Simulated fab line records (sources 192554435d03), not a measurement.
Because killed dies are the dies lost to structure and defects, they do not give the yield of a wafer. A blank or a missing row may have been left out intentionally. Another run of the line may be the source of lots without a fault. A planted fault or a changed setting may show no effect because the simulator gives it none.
Split-lot experiment + flow n5Finfet + 39 wafers read across 7 lots, on a route 1938 steps long

== ABOUT THE SPLIT ==
At N5_MOL_CONTACT_COAG_EXPOSE_37 (exposes mask VD, defocus 0 nm), the setting doseMj was moved away from the recipe's 62 on 9 of the 39 wafers read, by -5.8% to +7.9%. This setting was run at the recipe's value on the other wafers.

== FROM THE SPLIT TO THE READING: what the file shows between them, 5 steps ==
- N5_MOL_CONTACT_COAG_PEB_38: peb time 60 s
- N5_MOL_CONTACT_COAG_DEVELOP_39: develop time 30 s
- N5_MOL_CONTACT_COAG_CD_MEAS_40: target cd 25.1 nm
- N5_MOL_CONTACT_COAG_PRECLEAN_138: cleans in alkaline clean, time 60 s
- N5_MOL_CONTACT_COAG_SRD_139: time 30 s

== THE READING ==
cdNm at N5_MOL_CONTACT_COAG_CD_MEAS_101, given in nm (cd target 16 nm). Typical for fault-free wafers on this fab line: 16.1 nm, with standard deviation 0.35 nm.

| wafer  | tool, chamber at the split | doseMj as run | against the recipe | cdNm, nm | against lot-mates on the recipe |
|--------|----------------------------|---------------|--------------------|----------|---------------------------------|
| L074.1 | euvScanner-01, 0           | 62            | recipe             | 16.0     | -                               |
| L074.2 | euvScanner-01, 0           | 62            | recipe             | 16.3     | -                               |
| L074.3 | euvScanner-01, 0           | 62            | recipe             | 16.2     | -                               |
| L074.4 | euvScanner-01, 0           | 62            | recipe             | 16.9     | -                               |
| L074.5 | euvScanner-01, 0           | 62            | recipe             | 16.3     | -                               |
| L074.6 | euvScanner-01, 0           | 62            | recipe             | 16.2     | -                               |
| L077.1 | euvScanner-01, 0           | 66.89         | +7.9%              | 17.5     | +1.8                            |
| L077.2 | euvScanner-01, 0           | 62            | recipe             | 15.8     | -                               |
| L077.3 | euvScanner-01, 0           | 62            | recipe             | 15.8     | -                               |
| L077.4 | euvScanner-01, 0           | 66.89         | +7.9%              | 17.7     | +2.0                            |
| L077.5 | euvScanner-01, 0           | 62            | recipe             | 15.4     | -                               |
| L077.6 | euvScanner-01, 0           | 66.89         | +7.9%              | 17.5     | +1.8                            |
| L081.3 | euvScanner-01, 0           | 62            | recipe             | 16.4     | -                               |
| L081.5 | euvScanner-01, 0           | 62            | recipe             | 16.1     | -                               |
| L081.6 | euvScanner-01, 0           | 62            | recipe             | 16.7     | -                               |
| L083.1 | euvScanner-02, 0           | 62            | recipe             | 15.5     | -                               |
| L083.2 | euvScanner-02, 0           | 62            | recipe             | 15.7     | -                               |
| L083.3 | euvScanner-02, 0           | 62            | recipe             | 15.9     | -                               |
| L083.4 | euvScanner-02, 0           | 62            | recipe             | 15.6     | -                               |
| L083.5 | euvScanner-02, 0           | 62            | recipe             | 16.0     | -                               |
| L083.6 | euvScanner-02, 0           | 62            | recipe             | 15.7     | -                               |
| L085.1 | euvScanner-01, 0           | 62            | recipe             | 15.7     | -                               |
| L085.2 | euvScanner-01, 0           | 62            | recipe             | 16.4     | -                               |
| L085.3 | euvScanner-01, 0           | 58.4          | -5.8%              | 14.8     | -1.5                            |
| L085.4 | euvScanner-01, 0           | 62            | recipe             | 16.8     | -                               |
| L085.5 | euvScanner-01, 0           | 58.4          | -5.8%              | 15.0     | -1.3                            |
| L085.6 | euvScanner-01, 0           | 58.4          | -5.8%              | 14.5     | -1.8                            |
| L087.1 | euvScanner-02, 0           | 62            | recipe             | 16.8     | -                               |
| L087.2 | euvScanner-02, 0           | 60.52         | -2.4%              | 15.8     | -0.9                            |
| L087.3 | euvScanner-02, 0           | 60.52         | -2.4%              | 16.0     | -0.7                            |
| L087.4 | euvScanner-02, 0           | 60.52         | -2.4%              | 15.2     | -1.5                            |
| L087.5 | euvScanner-02, 0           | 62            | recipe             | 16.6     | -                               |
| L087.6 | euvScanner-02, 0           | 62            | recipe             | 16.8     | -                               |
| L097.1 | euvScanner-01, 0           | 62            | recipe             | 15.9     | -                               |
| L097.2 | euvScanner-01, 0           | 62            | recipe             | 16.1     | -                               |
| L097.3 | euvScanner-01, 0           | 62            | recipe             | 15.7     | -                               |
| L097.4 | euvScanner-01, 0           | 62            | recipe             | 16.0     | -                               |
| L097.5 | euvScanner-01, 0           | 62            | recipe             | 16.1     | -                               |
| L097.6 | euvScanner-01, 0           | 62            | recipe             | 16.2     | -                               |

THE FIT
A straight line over all 39 wafers: cdNm changes by +0.2 nm for each +1% of doseMj; r = +0.83; the points scatter about the line by 0.39 nm.
The same after taking each lot's own level away (the mean of its wafers on the recipe; 39 wafers): +0.26 nm for each +1%; r = +0.94; scatter 0.28 nm.
Per that fit: largest doseMj move, reading shift of 2.1 nm.
From 15.67 to 16.73 nm: that is the span of the lots' own levels, equal to 3.0 times the standard deviation above.
So the slope is not independent of the lot-to-lot level: the two fits are not the same.
Check: with one of the wafers moved furthest among these (+7.9%) left out of the fit, the line predicts +2.05 nm for it against its lot-mates. Against them it came out at +1.83 nm.

== OTHER SPLITS APPLIED TO THESE WAFERS ==
Before the reading, these wafers also passed through other splits. Each is held against what the fit with the lots' levels taken away leaves over:
| other split on the same wafers              | wafers away from the commonest value | r with cdNm (lot level and that fit taken away) |
|---------------------------------------------|--------------------------------------|-------------------------------------------------|
| N5_DUMMY_GATE_ETCH_37 sourceW               | 12                                   | -0.05                                           |
| N5_DUMMY_GATE_ETCH_32 timeS                 | 18                                   | +0.03                                           |
| N5_SPACER0_ALD_08 targetThkA                | 18                                   | -0.18                                           |
| N5_MOL_CONTACT_COAG_CONTACT_ETCH_14 sourceW | 12                                   | -0.11                                           |

== THE WHOLE CHAIN: every reading that the file lists as answering this split, in the file's order ==
| step                            | what it does      | reading | change (the file's fit)               | r (the file's) |
|---------------------------------|-------------------|---------|---------------------------------------|----------------|
| N5_MOL_CONTACT_COAG_CD_MEAS_40  | target cd 25.1 nm | cdNm    | +0.179 nm for each +1% of the setting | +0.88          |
| N5_MOL_CONTACT_COAG_CD_MEAS_101 | target cd 16 nm   | cdNm    | +0.261 nm for each +1% of the setting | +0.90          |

== FILE'S OWN FIT ==
cdNm changes by +0.261 nm for each +1% of doseMj, r = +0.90.
